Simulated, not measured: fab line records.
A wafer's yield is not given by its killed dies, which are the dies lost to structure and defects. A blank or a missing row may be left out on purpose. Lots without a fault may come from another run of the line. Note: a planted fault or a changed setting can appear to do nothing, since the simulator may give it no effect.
Lot-split experiment / flow n5 finfet / route with 1938 steps; 7 lots, 21 wafers read

== ON THE SPLIT ==
At N5_MIM_BOT_ETCH_ETCH_04 (etches SiNx in CF4/O2, target depth 26 nm, time 13 s), the setting time s was moved away from the recipe's 13 s on 6 of the 21 wafers read, by -22.0% to -9.1%. For the rest of the wafers, this setting stayed at what the recipe calls for.

The reading comes from the split's own step.

== THE READING ==
etch.depth nm (the simulator's own value, which no gauge read), in nm, at N5_MIM_BOT_ETCH_ETCH_04 (etches SiNx in CF4/O2, target depth 26 nm, time 13 s). The file does not state a usual value for it. Average 25.93 nm, standard deviation 0.54 nm, over the 15 wafers here run with the recipe.

wafer=L078.1; tool, chamber at the split=rie diel-06, 1; time s as run, s=13; against the recipe=recipe; etch.depth nm, nm=26.35; against lot-mates on the recipe=-
wafer=L078.2; tool, chamber at the split=rie diel-06, 0; time s as run, s=13; against the recipe=recipe; etch.depth nm, nm=25.82; against lot-mates on the recipe=-
wafer=L078.5; tool, chamber at the split=rie diel-06, 1; time s as run, s=13; against the recipe=recipe; etch.depth nm, nm=26.23; against lot-mates on the recipe=-
wafer=L083.1; tool, chamber at the split=rie diel-02, 1; time s as run, s=13; against the recipe=recipe; etch.depth nm, nm=26.62; against lot-mates on the recipe=-
wafer=L083.4; tool, chamber at the split=rie diel-02, 2; time s as run, s=13; against the recipe=recipe; etch.depth nm, nm=25.08; against lot-mates on the recipe=-
wafer=L083.6; tool, chamber at the split=rie diel-02, 3; time s as run, s=13; against the recipe=recipe; etch.depth nm, nm=26.33; against lot-mates on the recipe=-
wafer=L084.1; tool, chamber at the split=rie diel-06, 2; time s as run, s=11.82; against the recipe=-9.1%; etch.depth nm, nm=23.23; against lot-mates on the recipe=-2.32
wafer=L084.3; tool, chamber at the split=rie diel-06, 0; time s as run, s=13; against the recipe=recipe; etch.depth nm, nm=25.55; against lot-mates on the recipe=-
wafer=L084.6; tool, chamber at the split=rie diel-06, 3; time s as run, s=11.82; against the recipe=-9.1%; etch.depth nm, nm=23.69; against lot-mates on the recipe=-1.86
wafer=L085.4; tool, chamber at the split=rie diel-02, 3; time s as run, s=13; against the recipe=recipe; etch.depth nm, nm=26.16; against lot-mates on the recipe=-
wafer=L085.5; tool, chamber at the split=rie diel-02, 2; time s as run, s=13; against the recipe=recipe; etch.depth nm, nm=24.97; against lot-mates on the recipe=-
wafer=L085.6; tool, chamber at the split=rie diel-02, 1; time s as run, s=13; against the recipe=recipe; etch.depth nm, nm=26.31; against lot-mates on the recipe=-
wafer=L093.1; tool, chamber at the split=rie diel-06, 2; time s as run, s=10.76; against the recipe=-17.2%; etch.depth nm, nm=21.13; against lot-mates on the recipe=-4.63
wafer=L093.4; tool, chamber at the split=rie diel-06, 3; time s as run, s=10.76; against the recipe=-17.2%; etch.depth nm, nm=21.7; against lot-mates on the recipe=-4.06
wafer=L093.5; tool, chamber at the split=rie diel-06, 0; time s as run, s=13; against the recipe=recipe; etch.depth nm, nm=25.76; against lot-mates on the recipe=-
wafer=L094.1; tool, chamber at the split=rie diel-06, 0; time s as run, s=13; against the recipe=recipe; etch.depth nm, nm=25.69; against lot-mates on the recipe=-
wafer=L094.2; tool, chamber at the split=rie diel-06, 2; time s as run, s=13; against the recipe=recipe; etch.depth nm, nm=25.1; against lot-mates on the recipe=-
wafer=L094.3; tool, chamber at the split=rie diel-06, 3; time s as run, s=11.46; against the recipe=-11.8%; etch.depth nm, nm=22.96; against lot-mates on the recipe=-2.44
wafer=L097.2; tool, chamber at the split=rie diel-02, 0; time s as run, s=10.14; against the recipe=-22.0%; etch.depth nm, nm=20.53; against lot-mates on the recipe=-5.96
wafer=L097.3; tool, chamber at the split=rie diel-02, 2,3; time s as run, s=13; against the recipe=recipe; etch.depth nm, nm=26.49; against lot-mates on the recipe=-
wafer=L097.4; tool, chamber at the split=rie diel-02, 2,3; time s as run, s=13; against the recipe=recipe; etch.depth nm, nm=26.49; against lot-mates on the recipe=-
Where a row lists several chambers, the file gives one row for several wafers and doesn't say which wafer went through which chamber.

FIT RESULTS
A straight line over all 21 wafers: etch.depth nm changes by +0.256 nm for each +1% of time s; r = +0.97; the points scatter about the line by 0.5 nm.
The same after taking each lot's own level away (the mean of its wafers on the recipe; 21 wafers): +0.253 nm for each +1%; r = +0.97; scatter 0.43 nm.
On that fit, the largest move of time s shifts the reading by 5.6 nm.
Across the lots, their own levels run from 25.395 to 26.490 nm, a range of 2.0 times the standard deviation given above.
Hence the lot-to-lot level has little effect on the slope; both slopes agree.
Check: -5.31 nm against its lot-mates is what the line predicts for one of the wafers moved furthest among these (-22.0%) when that wafer is left out of the fit. Against them it came out at -5.96 nm.

== OTHER SPLITS APPLIED TO THESE WAFERS ==
Note: prior to the reading, these wafers also went through further splits. Each is held against what the fit with the lots' levels taken away leaves over:
other split on the same wafers=N5_BEOL_M15_EXPOSE_25 dose mj; wafers away from the commonest value=4; r with etch.depth nm (lot level and that fit taken away)=-0.17
other split on the same wafers=N5_BEOL_M15_TRENCH_ETCH_34 bias w; wafers away from the commonest value=4; r with etch.depth nm (lot level and that fit taken away)=-0.32

== FILE'S OWN FIT ==
etch.depth nm changes by +0.253 nm for each +1% of time s, r = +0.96.
